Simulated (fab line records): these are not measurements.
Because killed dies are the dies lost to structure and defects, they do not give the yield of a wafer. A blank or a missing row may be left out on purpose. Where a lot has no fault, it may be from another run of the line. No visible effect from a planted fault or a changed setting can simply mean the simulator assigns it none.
Struck lot and sound lot, side by side -- flow n5_finfet -- 29 steps out of a route of 1938
Sound: wafers L963.2, L963.5, L963.6. Wafers struck: L977.1, L977.2, L977.3. The cause is named last.
Each step with rows lists, per side, the tool, then ch with its chambers, then its first start. Under that, the readings that differ: sound wafers -- struck wafers -- difference of the means -- sigmas: that difference in standard deviations of wafers without a fault.
alike: words and numbers the same on both sides, and readings whose means are apart by under 2 such deviations; not compared: readings that were withheld, readings missing a value for some wafer, numbers with overlapping values and no deviation given by the record, and bounds like >300 which may hide the same value.
The two part at a step that has a row with sigmas, a row that says differs or no value, or rows on one side only. When numbers do not overlap yet have no deviation, they are printed without sigmas and do not part them. A reading missing from all wafers of one side parts the sides only when that side holds two or more wafers.

first, 9 steps without rows for these wafers: N5_MIM_BOT_LITHO_HMDS_01 (time 60 s); N5_MIM_BOT_LITHO_COAT_02; N5_MIM_BOT_LITHO_EBR_04; N5_MIM_BOT_LITHO_SOFTBAKE_03 (time 90 s); N5_MIM_BOT_LITHO_EXPOSE_05 (exposes mask MIM BOT); N5_MIM_BOT_LITHO_PEB_06; N5_MIM_BOT_LITHO_DEVELOP_07 (develop time 60 s); N5_MIM_BOT_LITHO_HARDBAKE_09 (time 120 s); N5_MIM_BOT_LITHO_DESCUM_10 (chemistry O2, time 7.9 s).
N5_MIM_BOT_ETCH_ETCH_04: etches SiNx in CF4/O2, target depth 26 nm, time 13 s.
  sound on rie_diel-04 ch 1,2,3, day 13 10:14; struck on rie_diel-04 ch 1,2,3, day 17 08:26
  alike: bias_w, cf4_flow_sccm, drypump_motor_current_A, oes_f_703_au, oes_product_au, rf_fwd_power_W, rf_vpp_V, showerhead_plenum_p_Torr, throttle_valve_pct
  not compared: rf_hours_counter_h
then, 16 steps without rows for these wafers: N5_MIM_BOT_ETCH_ETCH_03 (etches the open film in Cl2/BCl3, target depth 12 nm); N5_MIM_BOT_ETCH_ETCH_00 (etches TiN in Cl2/BCl3, target depth 45.5 nm); N5_MIM_BOT_ETCH_STRIP_01 (strips in O2); N5_MIM_BOT_ETCH_STRIP_02 (strips in post etch residue remover, time 1200 s); N5_MIM_BOT_ETCH_CLEAN_05 (cleans in IPA, time 180 s); N5_MIM_BOT_ETCH_SRD_06 (time 30 s); N5_PASSIVATION_PECVD_55 (deposits SiO2 from SiH4/N2O, target thk 400 nm, time 22.5 s); N5_PASSIVATION_PECVD_01 (deposits SiNx from SiH4/NH3/N2, target thk 200 nm, time 43.2 s); N5_PASSIVATION_HMDS_03 (time 60 s); N5_PASSIVATION_COAT_04; N5_PASSIVATION_EBR_06; N5_PASSIVATION_SOFTBAKE_05 (time 90 s); N5_PASSIVATION_EXPOSE_07 (exposes mask TV, defocus 0 nm, target cd 3000 nm); N5_PASSIVATION_PEB_08; N5_PASSIVATION_DEVELOP_09 (develop time 60 s); N5_PASSIVATION_HARDBAKE_11 (time 120 s).
N5_PASSIVATION_INSPECT_61: inspects for defects (macro).
  sound on defect_inspect-02 at day 13 11:31; struck on defect_inspect-01 at day 17 09:58
reading,sound,struck,difference,sigmas
raw_defect_count,2 4 0,>300 >300 >300,differs,
then, 1 step without rows for these wafers: N5_PASSIVATION_DESCUM_12 (chemistry O2, time 7.9 s).
N5_PASSIVATION_PROBE_49:
  rows exist in the record for the struck wafers here (prober-01, day 17 16:52), but not for the sound ones

## WHERE THEY PART
First at N5_PASSIVATION_INSPECT_61; last, within this record, at N5_PASSIVATION_PROBE_49.

WHY: the cause the simulator had injected
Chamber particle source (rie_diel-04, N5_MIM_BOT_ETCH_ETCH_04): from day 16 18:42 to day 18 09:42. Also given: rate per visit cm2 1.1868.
